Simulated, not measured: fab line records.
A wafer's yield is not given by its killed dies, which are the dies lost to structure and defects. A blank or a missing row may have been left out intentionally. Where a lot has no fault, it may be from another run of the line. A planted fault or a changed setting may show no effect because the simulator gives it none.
fab line records	flow n5Finfet
record: lots: 11	wafers: 33	lastDay: 17
route steps=1938 shown BEOL_M1@819 BEOL_M2@845 BEOL_M4@1111
lots that met no fault: from a run of the same line without faults
startH: the number of hours between the record's first day and the start of the first shown wafer of the lot	waitH: time in hours since the lot's previous step	" unchanged from the row above	L1.1+2: several wafers, shown together as one row	- value missing, or start not given	* or withheld: withheld	< > ~ a bound
route shown NAME@n: names a module that has steps shown in the file, with the first one's number in the route	usual: the fault-free wafers' mean and standard deviation	same: alike in all rows	chamber/n: place in a boat	sites: per-site readings	_std_site: the standard deviation of these	_edge_site: the outer-site mean with the inner-site mean subtracted	radiusMm: how far each site lies from the wafer's centre	mask NAME#n: copy n	behind: the most recent tool/chamber to have shaped the wafer	hold: what put the lot on hold/how long, in hours/how the hold closed	device: whichever transistor did not switch (one of n, p or np)	end of line: at the end of the route, the tests of the same wafers	step lacking rows: just its recipe	killed: the dies lost at the first sort to structure and to defects; this is not the yield of the wafer	map: dies across one wafer; x = killed, . = not, _ = none there
set.NAME: the setting the step ran with; set.NAME@STEP: the setting that earlier step ran with	model.NAME: the simulator's own value behind a step, which no gauge read
steps of the route over a sample of lots; a table a step, a row a wafer
services: from which hour (startH, from the record's first day; less than 0 if before it) a tool's chamber was out of use, for how many hours, and why
== steps ==
step: N5_BEOL_M1_ANNEAL_82
recipe: tempC: 400	timeS: 240	ambient: vacuum
usual: heaterPowerW: 881/120
lot.wafer	tool	chamber	startH	waitH	heaterPowerW
L734.2	pvdSputter-03	-	124.07	0.0	751
L734.3	"	-	"	"	800
L734.5	"	-	"	"	821
L735.1	pvdSputter-01	-	140.60	0.0	656
L735.3	"	-	"	"	848
L735.5	"	-	"	"	1088
L736.1	pvdSputter-03	-	143.35	0.0	781
L736.4	"	-	"	"	893
L736.6	"	-	"	"	780
L737.2	pvdSputter-01	-	143.61	0.0	829
L737.5	"	-	"	"	828
L737.6	"	-	"	"	1084
L739.1	pvdSputter-03	-	150.34	0.0	902
L739.2	"	-	"	"	774
L739.5	"	-	"	"	979
L744.2	pvdSputter-01	-	187.80	0.0	654
L744.5	"	-	"	"	836
L744.6	"	-	"	"	808
L746.2	pvdSputter-01	-	202.91	0.0	831
L746.4	"	-	"	"	842
L746.6	"	-	"	"	836
L748.1	pvdSputter-03	-	218.79	0.0	871
L748.2	"	-	"	"	784
L748.4	"	-	"	"	1001
L754.2	pvdSputter-02	-	248.12	0.0	1028
L754.3	"	-	"	"	785
L754.4	"	-	"	"	799
L755.1	pvdSputter-02	-	251.10	0.0	1047
L755.4	"	-	"	"	820
L755.5	"	-	"	"	817
L757.1	pvdSputter-01	-	264.73	0.0	821
L757.3	"	-	"	"	1100
L757.5	"	-	"	"	814
step: N5_BEOL_M1_SPUTTER_86
recipe: material: Cu	targetThkA: 45	tempC: -20	chamberPressurePa: 0.07	powerW: withheld	timeS: 8.29
usual: throttleValvePct: 30.4/0.85
lot.wafer	tool	chamber	startH	waitH	throttleValvePct
L734.2	pvdSputter-03	-	124.21	0.1	30.0
L734.3	"	-	"	"	31.3
L734.5	"	-	"	"	31.2
L735.1	pvdSputter-01	-	140.74	0.1	30.3
L735.3	"	-	"	"	30.4
L735.5	"	-	"	"	31.4
L736.1	pvdSputter-03	-	143.49	0.1	30.0
L736.4	"	-	"	"	29.6
L736.6	"	-	"	"	29.5
L737.2	pvdSputter-01	-	143.75	0.1	30.1
L737.5	"	-	"	"	30.3
L737.6	"	-	"	"	31.4
L739.1	pvdSputter-03	-	150.48	0.1	29.6
L739.2	"	-	"	"	29.4
L739.5	"	-	"	"	29.4
L744.2	pvdSputter-01	-	187.94	0.1	30.2
L744.5	"	-	"	"	30.5
L744.6	"	-	"	"	31.8
L746.2	pvdSputter-01	-	203.05	0.1	32.0
L746.4	"	-	"	"	30.1
L746.6	"	-	"	"	30.5
L748.1	pvdSputter-03	-	218.93	0.1	29.6
L748.2	"	-	"	"	29.9
L748.4	"	-	"	"	29.7
L754.2	pvdSputter-02	-	248.26	0.1	29.7
L754.3	"	-	"	"	29.6
L754.4	"	-	"	"	31.6
L755.1	pvdSputter-02	-	251.24	0.1	30.3
L755.4	"	-	"	"	31.6
L755.5	"	-	"	"	31.5
L757.1	pvdSputter-01	-	264.87	0.1	32.0
L757.3	"	-	"	"	31.4
L757.5	"	-	"	"	32.0
step: N5_BEOL_M1_ANNEAL_89
recipe: tempC: 400	timeS: 240	ambient: vacuum
usual: heaterPowerW: 884/120
lot.wafer	tool	chamber	startH	waitH	heaterPowerW
L734.2	pvdSputter-03	-	124.51	0.0	766
L734.3	"	-	"	"	812
L734.5	"	-	"	"	785
L735.1	pvdSputter-01	-	141.04	0.0	658
L735.3	"	-	"	"	830
L735.5	"	-	"	"	1117
L736.1	pvdSputter-03	-	143.79	0.0	753
L736.4	"	-	"	"	863
L736.6	"	-	"	"	789
L737.2	pvdSputter-01	-	144.05	0.0	837
L737.5	"	-	"	"	821
L737.6	"	-	"	"	1095
L739.1	pvdSputter-03	-	150.78	0.0	879
L739.2	"	-	"	"	774
L739.5	"	-	"	"	1014
L744.2	pvdSputter-01	-	188.24	0.0	647
L744.5	"	-	"	"	837
L744.6	"	-	"	"	808
L746.2	pvdSputter-01	-	203.35	0.0	802
L746.4	"	-	"	"	836
L746.6	"	-	"	"	825
L748.1	pvdSputter-03	-	219.23	0.0	899
L748.2	"	-	"	"	760
L748.4	"	-	"	"	1001
L754.2	pvdSputter-02	-	248.56	0.0	1005
L754.3	"	-	"	"	801
L754.4	"	-	"	"	811
L755.1	pvdSputter-02	-	251.54	0.0	1029
L755.4	"	-	"	"	842
L755.5	"	-	"	"	821
L757.1	pvdSputter-01	-	265.17	0.0	825
L757.3	"	-	"	"	1092
L757.5	"	-	"	"	819
step: N5_BEOL_M2_COAT_61
recipe: resist: SOC	tempC: 250	timeS: 60	spinRpm: 1500	resistThkNm: 60
usual: spinSpeedRpm: 1500.0/1
lot.wafer	tool	chamber	startH	waitH	spinSpeedRpm
L734.2	lithoTrack-02	0	127.14	0.1	1500.3
L734.3	"	0	"	"	1501.5
L734.5	"	0	"	"	1500.4
L735.1	lithoTrack-01	0	144.88	0.1	1502.0
L735.3	"	0	"	"	1500.4
L735.5	"	0	"	"	1501.5
L736.1	lithoTrack-01	0	146.08	0.1	1500.0
L736.4	"	0	"	"	1501.3
L736.6	"	0	"	"	1499.7
L737.2	lithoTrack-01	0	146.27	0.1	1500.7
L737.5	"	0	"	"	1499.8
L737.6	"	0	"	"	1501.3
L739.1	lithoTrack-02	0	154.93	0.1	1501.6
L739.2	"	0	"	"	1499.7
L739.5	"	0	"	"	1501.6
L744.2	lithoTrack-02	0	191.85	0.1	1417.3
L744.5	"	0	"	"	1418.5
L744.6	"	0	"	"	1415.2
L746.2	lithoTrack-02	0	205.73	0.1	1416.1
L746.4	"	0	"	"	1415.1
L746.6	"	0	"	"	1417.8
L748.1	lithoTrack-03	0	223.18	0.1	1499.8
L748.2	"	0	"	"	1499.4
L748.4	"	0	"	"	1499.9
L754.2	lithoTrack-03	0	250.84	0.1	1498.3
L754.3	"	0	"	"	1501.4
L754.4	"	0	"	"	1498.8
L755.1	lithoTrack-01	0	253.79	0.1	1499.8
L755.4	"	0	"	"	1501.1
L755.5	"	0	"	"	1498.9
L757.1	lithoTrack-03	0	267.37	0.1	1500.9
L757.3	"	0	"	"	1499.4
L757.5	"	0	"	"	1500.1
step: N5_BEOL_M4_RC_MEAS_101
usual: DIBL_N: 36.3/1.7	DIBL_P: 36.5/1.8	IOFF_N: 0.16/0.033	IOFF_P: 0.21/0.037	ION_N: 675/11	ION_P: 462/7.9	SS_N: 71.6/0.64	SS_P: 73.3/0.68	VT_N: 249/3.3	VT_P: -250/3.3
lot.wafer	tool	chamber	startH	waitH	DIBL_N[mV/V]	DIBL_P[mV/V]	IOFF_N[nA/um]	IOFF_P[nA/um]	ION_N[uA/um]	ION_P[uA/um]	SS_N[mV/dec]	SS_P[mV/dec]	VT_N[mV]	VT_P[mV]
L734.2	prober-01	0	159.47	0.2	35.4	36.0	0.14	0.19	666	457	71.4	73.2	253	-255
L734.3	"	0	"	"	35.3	36.6	0.15	0.20	684	469	71.6	73.9	249	-252
L734.5	"	0	"	"	34.9	36.1	0.15	0.19	678	466	71.6	73.7	253	-252
L736.1	prober-01	0	175.39	0.0	37.0	37.9	0.16	0.23	674	464	71.5	73.7	249	-251
L736.4	"	0	"	"	35.9	36.4	0.14	0.22	669	461	71.1	73.5	251	-250
L736.6	"	0	"	"	36.4	36.4	0.14	0.21	675	471	71.3	73.1	251	-250
L735.1	prober-02	0	179.55	0.0	33.6	34.1	0.14	0.21	673	467	71.1	73.2	248	-248
L735.3	"	0	"	"	36.4	37.0	0.18	0.25	679	468	72.3	73.4	250	-249
L735.5	"	0	"	"	35.8	36.4	0.17	0.24	676	467	71.8	73.1	249	-246
L737.2	prober-01	0	181.49	0.2	35.7	36.1	0.15	0.18	682	467	71.0	73.3	251	-251
L737.5	"	0	"	"	33.6	33.4	0.11	0.14	681	462	71.0	72.8	255	-257
L737.6	"	0	"	"	36.1	36.5	0.14	0.18	677	463	71.5	73.3	253	-253
L739.1	prober-02	0	182.85	0.0	37.3	37.5	0.18	0.23	680	470	71.2	72.8	247	-250
L739.2	"	0	"	"	33.8	33.5	0.12	0.17	677	471	70.7	71.7	255	-253
L739.5	"	0	"	"	35.5	36.1	0.15	0.21	683	476	72.1	72.8	250	-250
L744.2	prober-01	0	223.35	0.2	34.9	35.2	0.15	0.22	679	467	71.0	73.7	249	-250
L744.5	"	0	"	"	35.6	36.8	0.16	0.23	675	467	71.6	74.1	249	-248
L744.6	"	0	"	"	33.3	33.1	0.12	0.19	690	479	70.1	72.8	254	-249
L746.2	prober-02	0	231.18	0.2	37.2	37.8	0.19	0.25	685	472	72.0	72.9	246	-244
L746.4	"	0	"	"	37.7	39.0	0.19	0.27	675	466	72.6	73.8	246	-247
L746.6	"	0	"	"	35.5	36.4	0.16	0.23	683	475	71.1	73.1	249	-248
L748.1	prober-01	0	253.69	0.0	35.8	36.1	0.17	0.27	673	471	71.4	73.0	247	-244
L748.2	"	0	"	"	39.6	39.5	0.23	0.32	683	470	71.9	73.3	245	-241
L748.4	"	0	"	"	36.3	36.7	0.17	0.27	690	478	71.5	72.8	247	-243
L754.2	prober-02	0	288.09	0.2	33.4	33.1	0.13	0.17	682	465	71.4	72.7	251	-254
L754.3	"	0	"	"	35.3	34.8	0.16	0.19	677	462	71.3	73.6	247	-251
L754.4	"	0	"	"	34.3	33.9	0.14	0.18	672	459	71.9	73.2	250	-252
L755.1	prober-02	0	291.64	0.0	40.0	40.9	0.28	0.27	717	475	72.9	74.6	241	-250
L755.4	"	0	"	"	38.2	38.7	0.23	0.24	695	461	73.1	74.5	242	-249
L755.5	"	0	"	"	37.6	37.9	0.21	0.22	687	459	71.7	73.4	245	-251
L757.1	prober-01	0	298.10	0.0	33.2	33.6	0.12	0.16	669	452	71.2	72.4	252	-256
L757.3	"	0	"	"	36.3	37.7	0.18	0.21	678	461	71.9	74.4	248	-250
L757.5	"	0	"	"	36.8	38.6	0.19	0.22	677	458	72.1	74.3	246	-253
== services ==
tool	chamber	startH	hours	kind
pvdSputter-03	-	121.68	0.6	repair
pvdSputter-02	-	124.42	3.5	repair
lithoTrack-03	-	220.75	-	consumableReplace:filter
lithoTrack-02	-	227.30	-	consumableReplace:filter
== key ==
firstSign: step: N5_BEOL_M2_COAT_61	reading: spinSpeedRpm	direction: down	sigmas: 84	usual: *	struck: *
effect none on later readings
metAt N5_BEOL_M2_COAT_61
struckLots L744,L746
notActingAt N5_BEOL_M1_ANNEAL_82,N5_BEOL_M1_SPUTTER_86,N5_BEOL_M1_ANNEAL_89
onsetBetween 154.93 191.85
fault: kind: processParameterDrift	tool: lithoTrack-02	chamber: -	onsetH: 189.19	steps: N5_BEOL_M2_COAT_61	channel: spinRpm	offset: *	shape: step	endH: 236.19	actsIn: *	stated: *
